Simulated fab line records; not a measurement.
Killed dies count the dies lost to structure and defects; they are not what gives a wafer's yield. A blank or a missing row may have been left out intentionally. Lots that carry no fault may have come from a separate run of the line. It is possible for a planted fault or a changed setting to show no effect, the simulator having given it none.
Lot-split experiment :: flow n5 finfet :: on a route of 1938 steps: 7 lots, 39 wafers read

## SPLIT DETAILS
At N5_DUMMY_GATE_EXPOSE_12 (exposes mask GATE, target cd 25 nm), the setting dose mj was moved away from the recipe's 34 on 12 of the 39 wafers read, by -4.8% to +6.4%. All remaining wafers had this setting at the recipe value.

## FROM THE SPLIT TO THE READING: what the file shows between them, 2 steps
- N5_DUMMY_GATE_PEB_13: peb time 60 s
- N5_DUMMY_GATE_DEVELOP_14: develop time 30 s

## THE READING
At N5_DUMMY_GATE_CD_MEAS_15: cd nm in nanometres, against a target cd of 25.8 nm. A value of 24.97 nm with a standard deviation of 0.27 nm is what fault-free wafers of this fab line usually give.

wafer: L074.2
tool, chamber at the split: euv scanner-02, 0
dose mj as run: 34
against the recipe: recipe
cd nm, nm: 24.77
against lot-mates on the recipe: -

wafer: L074.4
tool, chamber at the split: euv scanner-02, 0
dose mj as run: 34
against the recipe: recipe
cd nm, nm: 24.75
against lot-mates on the recipe: -

wafer: L074.5
tool, chamber at the split: euv scanner-02, 0
dose mj as run: 34
against the recipe: recipe
cd nm, nm: 24.54
against lot-mates on the recipe: -

wafer: L078.1
tool, chamber at the split: euv scanner-02, 0
dose mj as run: 34
against the recipe: recipe
cd nm, nm: 25.16
against lot-mates on the recipe: -

wafer: L078.2
tool, chamber at the split: euv scanner-02, 0
dose mj as run: 34
against the recipe: recipe
cd nm, nm: 25.09
against lot-mates on the recipe: -

wafer: L078.3
tool, chamber at the split: euv scanner-02, 0
dose mj as run: 34
against the recipe: recipe
cd nm, nm: 24.84
against lot-mates on the recipe: -

wafer: L078.4
tool, chamber at the split: euv scanner-02, 0
dose mj as run: 34
against the recipe: recipe
cd nm, nm: 24.80
against lot-mates on the recipe: -

wafer: L078.5
tool, chamber at the split: euv scanner-02, 0
dose mj as run: 34
against the recipe: recipe
cd nm, nm: 24.59
against lot-mates on the recipe: -

wafer: L078.6
tool, chamber at the split: euv scanner-02, 0
dose mj as run: 34
against the recipe: recipe
cd nm, nm: 24.68
against lot-mates on the recipe: -

wafer: L079.1
tool, chamber at the split: euv scanner-02, 0
dose mj as run: 34
against the recipe: recipe
cd nm, nm: 25.24
against lot-mates on the recipe: -

wafer: L079.2
tool, chamber at the split: euv scanner-02, 0
dose mj as run: 36.17
against the recipe: +6.4%
cd nm, nm: 24.04
against lot-mates on the recipe: -1.17

wafer: L079.3
tool, chamber at the split: euv scanner-02, 0
dose mj as run: 36.17
against the recipe: +6.4%
cd nm, nm: 24.11
against lot-mates on the recipe: -1.10

wafer: L079.4
tool, chamber at the split: euv scanner-02, 0
dose mj as run: 34
against the recipe: recipe
cd nm, nm: 25.17
against lot-mates on the recipe: -

wafer: L079.5
tool, chamber at the split: euv scanner-02, 0
dose mj as run: 36.17
against the recipe: +6.4%
cd nm, nm: 24.24
against lot-mates on the recipe: -0.97

wafer: L079.6
tool, chamber at the split: euv scanner-02, 0
dose mj as run: 34
against the recipe: recipe
cd nm, nm: 25.23
against lot-mates on the recipe: -

wafer: L083.1
tool, chamber at the split: euv scanner-02, 0
dose mj as run: 34
against the recipe: recipe
cd nm, nm: 25.25
against lot-mates on the recipe: -

wafer: L083.2
tool, chamber at the split: euv scanner-02, 0
dose mj as run: 34.91
against the recipe: +2.7%
cd nm, nm: 24.49
against lot-mates on the recipe: -0.49

wafer: L083.3
tool, chamber at the split: euv scanner-02, 0
dose mj as run: 34
against the recipe: recipe
cd nm, nm: 24.61
against lot-mates on the recipe: -

wafer: L083.4
tool, chamber at the split: euv scanner-02, 0
dose mj as run: 34.91
against the recipe: +2.7%
cd nm, nm: 24.55
against lot-mates on the recipe: -0.43

wafer: L083.5
tool, chamber at the split: euv scanner-02, 0
dose mj as run: 34.91
against the recipe: +2.7%
cd nm, nm: 24.40
against lot-mates on the recipe: -0.58

wafer: L083.6
tool, chamber at the split: euv scanner-02, 0
dose mj as run: 34
against the recipe: recipe
cd nm, nm: 25.08
against lot-mates on the recipe: -

wafer: L089.1
tool, chamber at the split: euv scanner-02, 0
dose mj as run: 32.37
against the recipe: -4.8%
cd nm, nm: 25.60
against lot-mates on the recipe: +0.76

wafer: L089.2
tool, chamber at the split: euv scanner-02, 0
dose mj as run: 34
against the recipe: recipe
cd nm, nm: 24.68
against lot-mates on the recipe: -

wafer: L089.3
tool, chamber at the split: euv scanner-02, 0
dose mj as run: 32.37
against the recipe: -4.8%
cd nm, nm: 26.07
against lot-mates on the recipe: +1.23

wafer: L089.4
tool, chamber at the split: euv scanner-02, 0
dose mj as run: 34
against the recipe: recipe
cd nm, nm: 25.09
against lot-mates on the recipe: -

wafer: L089.5
tool, chamber at the split: euv scanner-02, 0
dose mj as run: 32.37
against the recipe: -4.8%
cd nm, nm: 25.63
against lot-mates on the recipe: +0.79

wafer: L089.6
tool, chamber at the split: euv scanner-02, 0
dose mj as run: 34
against the recipe: recipe
cd nm, nm: 24.75
against lot-mates on the recipe: -

wafer: L094.1
tool, chamber at the split: euv scanner-01, 0
dose mj as run: 35.83
against the recipe: +5.4%
cd nm, nm: 23.86
against lot-mates on the recipe: -1.19

wafer: L094.2
tool, chamber at the split: euv scanner-01, 0
dose mj as run: 35.83
against the recipe: +5.4%
cd nm, nm: 23.79
against lot-mates on the recipe: -1.26

wafer: L094.3
tool, chamber at the split: euv scanner-01, 0
dose mj as run: 34
against the recipe: recipe
cd nm, nm: 24.82
against lot-mates on the recipe: -

wafer: L094.4
tool, chamber at the split: euv scanner-01, 0
dose mj as run: 34
against the recipe: recipe
cd nm, nm: 25.13
against lot-mates on the recipe: -

wafer: L094.5
tool, chamber at the split: euv scanner-01, 0
dose mj as run: 35.83
against the recipe: +5.4%
cd nm, nm: 23.93
against lot-mates on the recipe: -1.12

wafer: L094.6
tool, chamber at the split: euv scanner-01, 0
dose mj as run: 34
against the recipe: recipe
cd nm, nm: 25.21
against lot-mates on the recipe: -

wafer: L096.1
tool, chamber at the split: euv scanner-01, 0
dose mj as run: 34
against the recipe: recipe
cd nm, nm: 24.84
against lot-mates on the recipe: -

wafer: L096.2
tool, chamber at the split: euv scanner-01, 0
dose mj as run: 34
against the recipe: recipe
cd nm, nm: 25.18
against lot-mates on the recipe: -

wafer: L096.3
tool, chamber at the split: euv scanner-01, 0
dose mj as run: 34
against the recipe: recipe
cd nm, nm: 25.35
against lot-mates on the recipe: -

wafer: L096.4
tool, chamber at the split: euv scanner-01, 0
dose mj as run: 34
against the recipe: recipe
cd nm, nm: 24.98
against lot-mates on the recipe: -

wafer: L096.5
tool, chamber at the split: euv scanner-01, 0
dose mj as run: 34
against the recipe: recipe
cd nm, nm: 24.88
against lot-mates on the recipe: -

wafer: L096.6
tool, chamber at the split: euv scanner-01, 0
dose mj as run: 34
against the recipe: recipe
cd nm, nm: 24.84
against lot-mates on the recipe: -

FIT RESULTS
A straight line over all 39 wafers: cd nm changes by -0.163 nm for each +1% of dose mj; r = -0.89; the points scatter about the line by 0.23 nm.
The same after taking each lot's own level away (the mean of its wafers on the recipe; 39 wafers): -0.191 nm for each +1%; r = -0.94; scatter 0.18 nm.
That fit puts the effect of the largest move of dose mj on the reading at 1.2 nm.
Measured against the standard deviation above, the lots' own levels, which go from 24.687 to 25.213 nm, span 2.0 times it.
Hence the slope depends on the lot-to-lot level, as the two fits are not the same.
Check: -1.23 nm against its lot-mates is what the line predicts for one of the wafers moved furthest among these (+6.4%) when that wafer is left out of the fit. It came out at -1.17 nm against them.

## THE FILE'S OWN FIT
cd nm changes by -0.192 nm for each +1% of dose mj, r = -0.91.
